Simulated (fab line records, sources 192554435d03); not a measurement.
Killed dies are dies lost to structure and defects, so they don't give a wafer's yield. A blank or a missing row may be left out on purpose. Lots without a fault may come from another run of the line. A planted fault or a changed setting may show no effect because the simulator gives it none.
fab line records | flow n5_finfet
record lots=3 wafers=9 last_day=17
route steps=1938 shown BEOL_M8@1332 BEOL_M15@1830 PASSIVATION@1936
lots that met no fault: from a run of the same line without faults
start_h: hours from the record's first day to the start of the lot's first wafer shown | wait_h: hours since the lot's step before | " the same as in the row above | L1.1+2: a row that stands for several wafers | - no value, or no start given | * or withheld: withheld | < > ~ a bound
route shown NAME@n: a module of which the file shows steps, and the number in the route of the first | usual: mean/standard deviation of fault-free wafers | same: alike in all rows | chamber/n: place in a boat | sites: the reading at each site | _std_site: their standard deviation | _edge_site: outer sites' mean less inner sites' | radius_mm: how far each site lies from the wafer's centre | mask NAME#n: copy n | behind: the tool/chamber that last shaped the wafer | hold: why the lot was held/for how many hours/how that ended | device: the transistor (n, p or np) that didn't switch | end of line: the same wafers' tests at the end of the route | a step without rows: its recipe alone | killed: dies lost to structure and defects at the first sort, not the wafer's yield | map: a wafer's dies, x killed, . not, _ none there
set.NAME: the setting as run; set.NAME@STEP: as run at that earlier step | model.NAME: the simulator's own value behind a step, which no gauge read
lots at some steps of the route; a table a step, a row a wafer
services: from which hour (start_h, from the record's first day; less than 0 if before it) a tool's chamber was out of use, for how many hours, and why
## steps
# step N5_BEOL_M8_ILD_DEP_00
# recipe material=SiCOH_lowk target_thk_a=1797.5 temp_c=300 precursor=DEMS/porogen pressure_torr=5 rf_w=500 time_s=33.4
# step N5_BEOL_M8_CURE_74
# recipe temp_c=385 time_s=240 ambient=He/Ar material=SiCOH_lowk
# step N5_BEOL_M8_PECVD_70
# recipe material=SiO2 target_thk_a=200 temp_c=400 precursor=TEOS/O2 pressure_torr=5.5 rf_w=450 teos_flow_sccm=53.8 gas=O2 flow_sccm=3000 time_s=22.7
# step N5_BEOL_M8_HM_DEP_02
# recipe material=TiN target_thk_a=200 temp_c=25 chamber_pressure_pa=0.49996
# step N5_BEOL_M8_COAT_59
# recipe resist=SOC temp_c=250 time_s=60 spin_rpm=1500 resist_thk_nm=100
# step N5_BEOL_M8_COAT_60
# recipe resist=SiARC temp_c=220 time_s=60 spin_rpm=1500 resist_thk_nm=35
# step N5_BEOL_M8_COAT_05
# recipe resist=CAR-ArF spin_rpm=1500 resist_thk_nm=90
# step N5_BEOL_M8_EBR_07
# recipe solvent=PGMEA ebr_width_mm=1.5
# step N5_BEOL_M8_SOFTBAKE_06
# recipe temp_c=110 time_s=60 resist=CAR-ArF
# step N5_BEOL_M8_EXPOSE_08
# recipe mask_id=M8 na=1.35 source_shape=dipole sigma_inner=0.817 sigma_outer=0.97 polarization=te dose_mj=68.25
# columns lot.wafer tool chamber start_h wait_h mask
L602.4+5+6 arfi_scanner-01 0 238.44 - M8#0
L615.1+2+5 arfi_scanner-01 0 315.71 - M8#0
L618.1+3+6 arfi_scanner-02 0 333.39 - M8#0
# step N5_BEOL_M8_PEB_09
# recipe peb_temp_c=withheld peb_time_s=60 resist=CAR-ArF
# step N5_BEOL_M8_DEVELOP_10
# recipe develop_time_s=30 developer=TMAH resist=CAR-ArF rinse_liquid=diw dry=air_spin dev_temp_c=23
# step N5_BEOL_M8_CD_MEAS_11
# recipe target_cd_nm=38.5 landing_energy_ev=500 detector=se_inlens polarity=opening
# usual cd_nm=38.4/0.66
# columns lot.wafer tool chamber start_h wait_h cd_nm
L602.4 cd_sem-03 0 238.55 - 39.6
L602.5 " 0 " " 39.3
L602.6 " 0 " " 38.7
L615.1 cd_sem-03 0 315.83 - 30.3
L615.2 " 0 " " 32.0
L615.5 " 0 " " 30.1
L618.1 cd_sem-02 0 333.51 - 38.1
L618.3 " 0 " " 38.9
L618.6 " 0 " " 39.8
# step N5_BEOL_M8_DESCUM_16
# recipe chemistry=O2 time_s=7.9 source_power_w=50 bias_power_w=20 pressure_mtorr=20 rf_frequency_hz=2.712e+07 temp_c=40 resist=CAR-ArF o2_flow_sccm=225
# step N5_BEOL_M8_ETCH_61
# recipe chemistry=CF4 target=SiARC target_depth_a=455 mask_material=CAR-ArF time_s=75.8 ion_energy_ev=80 pressure_mtorr=40 source_w=545 bias_w=36 Ar_flow_sccm=100 cf4_flow_sccm=100 ends=cleared
# usual chamber_pressure_mTorr=40.00/0.04 drypump_motor_current_A=5.6/0.44 etch_rf_on_time_s=74.5/2.2 mfc_ar_sccm=100.0/0.31 oes_product_au=0.70/0.067 rf_vpp_V=184.0/1.1 showerhead_plenum_p_Torr=2.13/0.066 throttle_valve_pct=15.50/0.14
# columns lot.wafer tool chamber start_h wait_h chamber_pressure_mTorr drypump_motor_current_A etch_rf_on_time_s mfc_ar_sccm oes_product_au rf_hours_counter_h rf_vpp_V showerhead_plenum_p_Torr throttle_valve_pct model.BEOL_M8.cd_offset_nm
L602.4 rie_diel-04 2 238.67 0.0 39.94 6.0 77.2 99.6 0.59 210 182.7 2.13 15.51 1
L602.5 " 0 " " 39.96 5.9 74.8 100.6 0.65 - 182.8 2.07 15.48 0.8
L602.6 " 3 " " 39.99 5.1 75.7 100.0 0.69 - 184.1 2.06 15.62 0.2
L615.1 rie_diel-01 1 316.19 0.0 39.97 5.3 73.3 100.1 0.77 24 181.9 2.09 15.52 -8.4
L615.2 " 0 " " 40.03 5.2 74.7 99.9 0.67 126 185.2 2.22 15.59 -6.6
L615.5 " 2 " " 39.99 5.6 74.7 100.1 0.69 - 182.3 2.07 15.48 -8.6
L618.1 rie_diel-01 2 333.65 0.0 40.08 5.5 74.7 99.6 0.69 113 182.5 2.06 15.49 -0.8
L618.3 " 1 " " 40.02 5.3 73.6 99.9 0.76 30 184.9 2.09 15.53 -0.6
L618.6 " 2 " " 40.01 5.5 74.8 99.6 0.69 - 182.7 2.06 15.49 1
# step N5_BEOL_M8_ETCH_62
# recipe chemistry=N2/H2 target=SOC target_depth_a=1100 overetch_a=220 mask_material=SiARC temp_c=40 time_s=165 ion_energy_ev=200 pressure_mtorr=30 source_w=840 bias_w=150 n2_flow_sccm=200 h2_flow_sccm=200
# step N5_BEOL_M8_STRIP_68
# recipe chemistry=N2/H2 temp_c=40 n2_flow_sccm=200 h2_flow_sccm=200 rf_frequency_hz=6e+07
# step N5_BEOL_M8_STRIP_67
# recipe chemistry=CF4 resist=SiARC power_w=300 bias_power_w=75 pressure_mtorr=50 cf4_flow_sccm=150 rf_frequency_hz=6e+07
# step N5_BEOL_M8_HM_OPEN_17
# recipe chemistry=Cl2/BCl3 target_depth_a=200 overetch_a=60 target=TiN mask_material=SOC ion_energy_ev=150 pressure_mtorr=10 icp_w=1000 bias_w=126 Cl2_flow_sccm=53.25 bcl3_flow_sccm=21.75 Ar_flow_sccm=25
# usual bcl3_flow_sccm=21.75/0.069 chamber_pressure_mTorr=10.000/0.0086 drypump_motor_current_A=5.8/0.45 mfc_ar_sccm=25.00/0.074 oes_product_au=0.67/0.088 throttle_valve_pct=22.1/0.31
# columns lot.wafer tool chamber start_h wait_h bcl3_flow_sccm chamber_pressure_mTorr drypump_motor_current_A mfc_ar_sccm oes_product_au rf_hours_counter_h throttle_valve_pct model.BEOL_M8.cd_offset_nm
L602.4 rie_metal-02 0 238.94 0.1 21.64 10.011 6.6 25.04 0.72 - 22.1 1
L602.5 " 1 " " 21.72 10.011 5.4 24.95 0.55 - 22.2 1
L602.6 " 0 " " 21.79 10.002 6.6 24.89 0.73 - 22.1 0.4
L615.1 rie_metal-02 0 316.43 0.0 21.67 10.010 6.6 25.07 0.71 31 22.1 -8
L615.2 " 0 " " 21.69 10.010 6.7 25.13 0.70 - 22.1 -6.6
L615.5 " 0 " " 21.74 10.002 6.7 25.03 0.70 - 22.1 -8.8
L618.1 rie_metal-02 0 333.89 0.0 21.83 10.005 6.6 25.01 0.70 33 22.1 -1
L618.3 " 0 " " 21.77 9.985 6.6 24.95 0.70 - 22.1 -0.2
L618.6 " 0 " " 21.79 9.996 6.7 25.11 0.69 - 22.1 1
# step N5_BEOL_M8_STRIP_19
# recipe chemistry=O2 power_w=400 temp_c=40 pressure_mtorr=30 rf_frequency_hz=6e+07 bias_power_w=0 overash_fraction=0.2 o2_flow_sccm=225
# step N5_BEOL_M8_CD_MEAS_18
# recipe pitch_nm=80 target_cd_nm=40
# usual cd_nm=39.9/0.77
# columns lot.wafer tool chamber start_h wait_h cd_nm
L602.4 cd_sem-03 - 239.18 0.0 41.1
L602.5 " - " " 41.2
L602.6 " - " " 40.6
L615.1 cd_sem-01 - 316.73 0.0 32.0
L615.2 " - " " 33.4
L615.5 " - " " 31.1
L618.1 cd_sem-03 - 334.16 0.0 39.3
L618.3 " - " " 40.1
L618.6 " - " " 40.8
# step N5_BEOL_M8_COAT_63
# recipe resist=SOC temp_c=250 time_s=60 spin_rpm=1500 resist_thk_nm=60
# step N5_BEOL_M8_COAT_64
# recipe resist=SiARC temp_c=220 time_s=60 spin_rpm=1500 resist_thk_nm=12
# step N5_BEOL_M8_COAT_71
# recipe resist=underlayer temp_c=205 time_s=60 spin_rpm=1500 resist_thk_nm=5
# step N5_BEOL_M8_COAT_22
# recipe resist=CAR-EUV spin_rpm=1500 resist_thk_nm=30
# step N5_BEOL_M8_EBR_24
# recipe solvent=PGMEA ebr_width_mm=1.5
# step N5_BEOL_M8_SOFTBAKE_23
# recipe temp_c=110 time_s=60 resist=CAR-EUV
# step N5_BEOL_M8_EXPOSE_25
# recipe mask_id=V7 na=0.33 source_shape=annular sigma_inner=0.4 sigma_outer=0.8 polarization=unpolarized target_cd_nm=40 dose_mj=42.5
# step N5_BEOL_M8_PEB_26
# recipe peb_temp_c=100 peb_time_s=60 resist=CAR-EUV
# step N5_BEOL_M8_DEVELOP_27
# recipe develop_time_s=30 developer=TMAH resist=CAR-EUV rinse_liquid=surfactant_rinse dry=air_spin dev_temp_c=23
# step N5_BEOL_M8_DESCUM_33
# recipe chemistry=O2 time_s=7 source_power_w=50 bias_power_w=20 pressure_mtorr=20 rf_frequency_hz=2.712e+07 temp_c=40 resist=CAR-EUV o2_flow_sccm=225
# step N5_BEOL_M8_ETCH_72
# recipe chemistry=N2/H2 target=underlayer target_depth_a=65 mask_material=CAR-EUV time_s=5.2 ion_energy_ev=200 pressure_mtorr=30 source_w=840 bias_w=150 n2_flow_sccm=200 h2_flow_sccm=200 ends=cleared
# step N5_BEOL_M8_ETCH_65
# recipe chemistry=CF4 target=SiARC target_depth_a=156 mask_material=CAR-EUV time_s=26 ion_energy_ev=80 pressure_mtorr=40 source_w=545 bias_w=36 Ar_flow_sccm=100 cf4_flow_sccm=100 ends=cleared
# step N5_BEOL_M8_ETCH_66
# recipe chemistry=N2/H2 target=SOC target_depth_a=800 overetch_a=160 mask_material=SiARC temp_c=40 time_s=120 ion_energy_ev=200 pressure_mtorr=30 source_w=840 bias_w=150 n2_flow_sccm=200 h2_flow_sccm=200
# step N5_BEOL_M15_RC_MEAS_101
# usual COMB_M10=1.5e-11/3.1e-12 COMB_M11=1.5e-11/3.2e-12 COMB_M12=6.4e-12/1.4e-12 COMB_M13=5e-12/9.5e-13 COMB_M14=3.6e-12/1e-12 COMB_M15=2.5e-12/7.3e-13 COMB_M5=3.7e-11/7.9e-12 COMB_M6=2.3e-11/4.6e-12 COMB_M7=2.5e-11/4.8e-12 COMB_M9=1.4e-11/3e-12 SERP_M10=3.02/0.1 SERP_M11=3.09/0.093 SERP_M12=0.644/0.021 SERP_M13=0.313/0.0081 SERP_M14=0.160/0.0057 SERP_M5=39.0/2.2 SERP_M6=13.8/0.78 SERP_M7=14.0/0.75 SERP_M8=14.0/0.76 SERP_M8_max_site=14.5/0.82 SERP_M9=3.09/0.11
# columns lot.wafer tool chamber start_h wait_h COMB_M10[S/m] COMB_M11[S/m] COMB_M12[S/m] COMB_M13[S/m] COMB_M14[S/m] COMB_M15[S/m] COMB_M5[S/m] COMB_M6[S/m] COMB_M7[S/m] COMB_M9[S/m] SERP_M10[ohm/um] SERP_M11[ohm/um] SERP_M12[ohm/um] SERP_M13[ohm/um] SERP_M14[ohm/um] SERP_M5[ohm/um] SERP_M6[ohm/um] SERP_M7[ohm/um] SERP_M8[ohm/um] SERP_M8_max_site[ohm/um] SERP_M9[ohm/um]
L602.4 prober-01 0 294.75 0.5 1.3e-11 1.1e-11 6.8e-12 4.8e-12 3.3e-12 1.2e-12 4.2e-11 1.7e-11 2.1e-11 1.7e-11 2.99 3.13 0.656 0.302 0.156 38.6 13.7 14.5 13.1 13.7 3.22
L602.5 " 0 " " 1.3e-11 1e-11 5.3e-12 3.3e-12 1.6e-12 1.6e-12 2.8e-11 3.4e-11 2.1e-11 9e-12 3.14 3.07 0.639 0.313 0.163 39.5 12.7 16.0 13.3 14.2 3.24
L602.6 " 0 " " 1.3e-11 1.7e-11 6.7e-12 3.3e-12 2.1e-12 2e-12 5.6e-11 2.3e-11 2.1e-11 9e-12 2.98 2.97 0.624 0.298 0.169 39.0 14.1 15.7 14.0 14.4 3.21
L615.1 prober-02 0 371.02 0.0 9e-12 1.2e-11 6.3e-12 5.8e-12 4.2e-12 3e-12 4.5e-11 2.7e-11 2.4e-11 1.8e-11 3.00 3.14 0.636 0.324 0.155 37.6 13.6 13.9 22.3 23.4 3.11
L615.2 " 0 " " 1.1e-11 1.3e-11 8e-12 5.7e-12 3.2e-12 3.5e-12 5.4e-11 2.1e-11 2.3e-11 1.2e-11 3.10 3.03 0.629 0.306 0.169 39.9 12.5 13.0 20.6 21.9 3.06
L615.5 " 0 " " 1.4e-11 1.8e-11 9.8e-12 5.8e-12 4.3e-12 3.3e-12 4e-11 2.3e-11 3.2e-11 1.3e-11 2.96 2.97 0.667 0.308 0.151 40.2 12.8 14.2 23.2 24.3 3.13
L618.1 prober-02 0 389.41 0.0 1.5e-11 1.5e-11 7e-12 6.3e-12 4.1e-12 2.5e-12 4.3e-11 1.8e-11 2.4e-11 2.2e-11 3.27 3.07 0.630 0.310 0.158 38.0 15.2 14.9 13.8 14.6 3.17
L618.3 " 0 " " 1.6e-11 1.2e-11 8.3e-12 5.2e-12 4.7e-12 3.1e-12 3.9e-11 1.9e-11 2.5e-11 1.6e-11 2.82 3.16 0.650 0.304 0.165 39.3 14.1 12.7 14.7 15.0 3.12
L618.6 " 0 " " 1.3e-11 1.5e-11 1.03e-11 4.5e-12 3.2e-12 3e-12 3.7e-11 1.8e-11 2.8e-11 1.9e-11 2.95 3.01 0.628 0.315 0.162 40.5 14.6 13.2 12.6 13.2 3.20
# sites SERP_M8 radius_mm=0,75,75,75,75,140,140,140,140
L602.4 13.5 13.1 13.7 13.7 13.5 12.9 12.8 12.8 12.8
L615.1 20.7 21.4 22.3 21.4 21.4 23.3 23.4 22.9 23.0
L618.1 13.7 13.2 13.8 13.8 13.8 14.0 14.3 13.5 14.6
# step N5_PASSIVATION_PROBE_49
# usual defect_limited_yield=91.1/1.4 killed_at_M0_to_M3=34/9.7 killed_at_M4_up=13/5.1 killed_at_contacts=14/6.3 killed_at_front_end=40/11 killed_at_other=3.5/2.7 killed_dies=105/16 killed_open=70/12 killed_short=34/7.8 sort_bin_5_function=5.2/0.88 sort_bin_6_memory=3.3/0.7 sort_bin_8_speed=0.1/0.62 sort_n_pass=1074/17
# same gross_dies=1180 killed_at_back_side=0 sort_bin_4_leakage[%]=0
# columns lot.wafer tool chamber start_h wait_h defect_limited_yield[%] killed_at_M0_to_M3 killed_at_M4_up killed_at_contacts killed_at_front_end killed_at_other killed_dies killed_open killed_short sort_bin_5_function[%] sort_bin_6_memory[%] sort_bin_8_speed[%] sort_n_pass
L602.4 prober-01 - 307.80 0.2 91.5 26 16 25 31 2 100 69 30 5.0 3.1 0 1080
L602.5 prober-01 - 307.85 0.2 91.8 24 14 15 40 4 97 62 32 5.1 3.0 0 1083
L602.6 prober-01 - 307.90 0.3 92.4 17 18 13 39 3 90 62 27 3.6 3.7 0 1090
L615.1 prober-01 - 386.86 0.0 90.7 38 12 18 37 5 110 70 36 5.7 3.1 0.3 1070
L615.2 prober-01 - 386.91 0.1 91.4 30 13 15 39 5 102 65 32 4.9 3.3 0.3 1078
L615.5 prober-01 - 387.06 0.2 89.3 36 18 20 51 1 126 80 30 5.7 3.3 1.1 1054
L618.1 prober-01 - 403.08 0.0 89.9 48 13 5 47 6 119 78 40 5.4 4.3 0 1061
L618.3 prober-01 - 403.18 0.1 90.1 43 24 17 31 2 117 87 30 6.3 3.6 0 1063
L618.6 prober-01 - 403.33 0.3 92.5 31 14 14 27 2 88 62 24 4.5 2.9 0 1092
# killed by level:class
L602.4 MOL_CONTACT_COAG:geometric_particle:open=19 FIN_SAQP:geometric_particle:open=13 BEOL_M4:geometric_particle:open=11 BEOL_M0_SAQP:geometric_particle:open=7 MOL_CONTACT_COAG:geometric_particle:short=6 FIN_SAQP:geometric_particle:short=4 BEOL_M0_SAQP:geometric_particle:short=4 BEOL_M3:geometric_particle:open=4
L602.5 MOL_CONTACT_COAG:geometric_particle:open=10 STI_FIN_REVEAL:geometric_particle:open=9 BEOL_M4:geometric_particle:open=9 BEOL_M2:geometric_particle:open=8 STARTING-WAFER:geometric_particle:open=6 FIN_SAQP:geometric_particle:short=5 GATE_CUT:geometric_particle:short=5 MOL_CONTACT_COAG:geometric_particle:short=5
L602.6 MOL_CONTACT_COAG:geometric_particle:open=13 BEOL_M4:geometric_particle:open=12 FIN_SAQP:geometric_particle:open=9 FIN_SAQP:geometric_particle:short=8 GATE_CUT:geometric_particle:short=6 BEOL_M0_SAQP:geometric_particle:short=6 BEOL_M3:geometric_particle:open=6 STI_FIN_REVEAL:geometric_particle:open=5
L615.1 MOL_CONTACT_COAG:geometric_particle:open=13 BEOL_M2:geometric_particle:open=13 BEOL_M3:geometric_particle:open=10 FIN_SAQP:geometric_particle:short=6 BEOL_M1:geometric_particle:open=6 MOL_CONTACT_COAG:geometric_particle:short=5 FIN_SAQP:geometric_particle:open=4 STI_FIN_REVEAL:geometric_particle:open=4
L615.2 MOL_CONTACT_COAG:geometric_particle:open=13 BEOL_M2:geometric_particle:open=11 FIN_SAQP:geometric_particle:short=10 GATE_CUT:geometric_particle:short=6 FIN_SAQP:geometric_particle:open=5 BEOL_M3:geometric_particle:open=5 BEOL_M0_SAQP:geometric_particle:open=4 BEOL_M8:area_ecd=4
L615.5 STI_FIN_REVEAL:geometric_particle:open=18 BEOL_M3:geometric_particle:open=16 MOL_CONTACT_COAG:geometric_particle:open=14 BEOL_M8:area_ecd=13 GATE_CUT:geometric_particle:short=6 ILD0:geometric_particle:open=6 MOL_CONTACT_COAG:geometric_particle:short=6 BEOL_M0_SAQP:geometric_particle:open=6
L618.1 BEOL_M3:geometric_particle:open=17 FIN_SAQP:geometric_particle:open=15 FIN_SAQP:geometric_particle:short=11 BEOL_M1:geometric_particle:short=8 BEOL_M1:geometric_particle:open=7 DUMMY_GATE:geometric_particle:open=6 BEOL_M2:geometric_particle:open=5 BEOL_M3:geometric_particle:short=4
L618.3 BEOL_M1:geometric_particle:open=19 MOL_CONTACT_COAG:geometric_particle:open=14 BEOL_M2:geometric_particle:open=12 BEOL_M4:geometric_particle:open=10 BEOL_M4:geometric_particle:short=8 FIN_SAQP:geometric_particle:open=7 BEOL_M3:geometric_particle:open=5 STI_FIN_REVEAL:geometric_particle:open=5
L618.6 MOL_CONTACT_COAG:geometric_particle:open=12 BEOL_M1:geometric_particle:open=8 BEOL_M4:geometric_particle:open=8 FIN_SAQP:geometric_particle:short=7 BEOL_M2:geometric_particle:open=6 BEOL_M3:geometric_particle:open=5 FIN_SAQP:geometric_particle:open=4 GATE_CUT:geometric_particle:short=4
## services
# columns tool chamber start_h hours kind
rie_diel-01 1 225.32 - clean
rie_diel-01 1 225.32 - consumable_replace:focus_ring
rie_diel-01 1 225.32 22.4 scheduled_down
rie_diel-01 1 225.32 22.4 vent_cycle
arfi_scanner-01 - 227.68 1.6 repair
arfi_scanner-02 - 229.45 1.0 pm
arfi_scanner-02 - 237.33 1.3 pm
arfi_scanner-01 - 238.63 3.1 pm
arfi_scanner-01 - 256.46 1.3 pm
arfi_scanner-02 - 262.52 1.0 pm
arfi_scanner-02 - 275.55 3.9 pm
rie_diel-01 - 284.58 0.4 repair
arfi_scanner-01 - 296.60 1.0 pm
rie_metal-02 1 305.63 - clean
rie_metal-02 1 305.63 16.4 scheduled_down
rie_metal-02 1 305.63 16.4 vent_cycle
arfi_scanner-02 - 312.24 0.6 repair
arfi_scanner-02 - 316.56 0.8 pm
rie_metal-02 - 328.64 0.5 repair
## key
first_sign step=N5_BEOL_M8_CD_MEAS_11 reading=cd_nm direction=down sigmas=12 usual=38.4 struck=30.8
effect step=N5_BEOL_M8_CD_MEAS_18 reading=cd_nm direction=down sigmas=10 usual=39.9 struck=32.2
effect step=N5_BEOL_M15_RC_MEAS_101 reading=SERP_M8 direction=up sigmas=11 usual=14.0 struck=22.0
model_effect step=N5_BEOL_M8_ETCH_61 value=BEOL_M8.cd_offset_nm without=-1.067 struck=-7.867
model_effect step=N5_BEOL_M8_HM_OPEN_17 value=BEOL_M8.cd_offset_nm without=-1 struck=-7.8
met_at N5_BEOL_M8_EXPOSE_08
struck_wafers L615.1,L615.2,L615.5
onset_between 238.44 315.71
fault kind=process_parameter_drift tool=arfi_scanner-01 chamber=- onset_h=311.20 steps=N5_BEOL_M8_EXPOSE_08 channel=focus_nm offset=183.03 spread_by_wafer=0.3 shape=step end_h=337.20
